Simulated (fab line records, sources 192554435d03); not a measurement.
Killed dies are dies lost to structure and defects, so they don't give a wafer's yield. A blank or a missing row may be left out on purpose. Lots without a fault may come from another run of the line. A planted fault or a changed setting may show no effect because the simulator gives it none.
Split-lot experiment | flow n5_finfet | 7 lots, 21 wafers read, on a route of 1938 steps

THE SPLIT
At N5_BEOL_M8_ETCH_65 (etches SiARC in CF4, target depth 15.6 nm, time 26 s), the setting source_w was moved away from the recipe's 545 W on 6 of the 21 wafers read, by -16.5% to +8.5%. The other wafers ran this setting at the recipe's value.

The reading is taken at the split's own step.

THE READING
rf_vpp_V, in V, at N5_BEOL_M8_ETCH_65 (etches SiARC in CF4, target depth 15.6 nm, time 26 s). Fault-free wafers of this fab line usually give 184.1 V, standard deviation 1.2 V.

wafer  | tool, chamber at the split | source_w as run, W | against the recipe | rf_vpp_V, V | against lot-mates on the recipe
L077.2 | rie_diel-03, 1             | 545                | recipe             | 182.9       | -
L077.4 | rie_diel-03, 2             | 545                | recipe             | 181.7       | -
L077.6 | rie_diel-03, 1             | 455                | -16.5%             | 194.2       | +11.9
L081.2 | rie_diel-03, 3             | 545                | recipe             | 186.0       | -
L081.5 | rie_diel-03, 1             | 545                | recipe             | 183.9       | -
L081.6 | rie_diel-03, 2             | 545                | recipe             | 184.7       | -
L082.4 | rie_diel-03, 2             | 545                | recipe             | 182.9       | -
L082.5 | rie_diel-03, 0             | 545                | recipe             | 186.9       | -
L082.6 | rie_diel-03, 1             | 545                | recipe             | 185.1       | -
L087.1 | rie_diel-01, 3             | 545                | recipe             | 182.8       | -
L087.4 | rie_diel-01, 1             | 545                | recipe             | 184.9       | -
L087.6 | rie_diel-01, 2             | 591.5              | +8.5%              | 178.3       | -5.6
L086.1 | rie_diel-03, 1             | 545                | recipe             | 182.0       | -
L086.3 | rie_diel-03, 2             | 545                | recipe             | 183.4       | -
L086.6 | rie_diel-03, 3             | 465.2              | -14.6%             | 193.5       | +10.8
L090.2 | rie_diel-01, 1             | 545                | recipe             | 184.7       | -
L090.3 | rie_diel-01, 2             | 504.7              | -7.4%              | 189.6       | +6.1
L090.6 | rie_diel-01, 3             | 545                | recipe             | 182.3       | -
L095.1 | rie_diel-05, 0             | 463.1              | -15.0%             | 195.6       | +12.7
L095.3 | rie_diel-05, 2             | 545                | recipe             | 182.9       | -
L095.4 | rie_diel-05, 0             | 463.1              | -15.0%             | 196.5       | +13.6

THE FIT
A straight line over all 21 wafers: rf_vpp_V changes by -0.719 V for each +1% of source_w; r = -0.96; the points scatter about the line by 1.5 V.
The same after taking each lot's own level away (the mean of its wafers on the recipe; 21 wafers): -0.783 V for each +1%; r = -0.98; scatter 1.1 V.
On that fit, the largest move of source_w shifts the reading by 13 V.
The lots' own levels span 182.30 to 184.97 V, that is 2.2 times the standard deviation above.
So the lot-to-lot level changes the slope little: the two slopes agree.
Check: with one of the wafers moved furthest among these (-16.5%) left out of the fit, the line predicts +13.5 V for it against its lot-mates. It came out at +11.9 V against them.
Tool readings at the split's step, against how far the setting was moved: etch_rf_on_time_s r = -0.96; rf_vpp_V r = -0.96.

OTHER SPLITS ON THESE WAFERS
These wafers also went through other splits before the reading. Each is held against what the fit with the lots' levels taken away leaves over:
other split on the same wafers   | wafers away from the commonest value | r with rf_vpp_V (lot level and that fit taken away)
N5_BEOL_M7_VIA_ETCH_34 time_s    | 7                                    | -0.18
N5_BEOL_M7_TRENCH_ETCH_37 bias_w | 9                                    | +0.07
N5_BEOL_M8_DESCUM_33 time_s      | 11                                   | +0.07

THE WHOLE CHAIN: every reading that the file lists as answering this split, in the file's order
step               | what it does                                         | reading           | change (the file's fit)              | r (the file's)
N5_BEOL_M8_ETCH_65 | etches SiARC in CF4, target depth 15.6 nm, time 26 s | etch_rf_on_time_s | withheld for each +1% of the setting | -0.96
N5_BEOL_M8_ETCH_65 | etches SiARC in CF4, target depth 15.6 nm, time 26 s | rf_vpp_V          | -0.768 V for each +1% of the setting | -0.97

THE FILE'S OWN FIT
rf_vpp_V changes by -0.768 V for each +1% of source_w, r = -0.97.
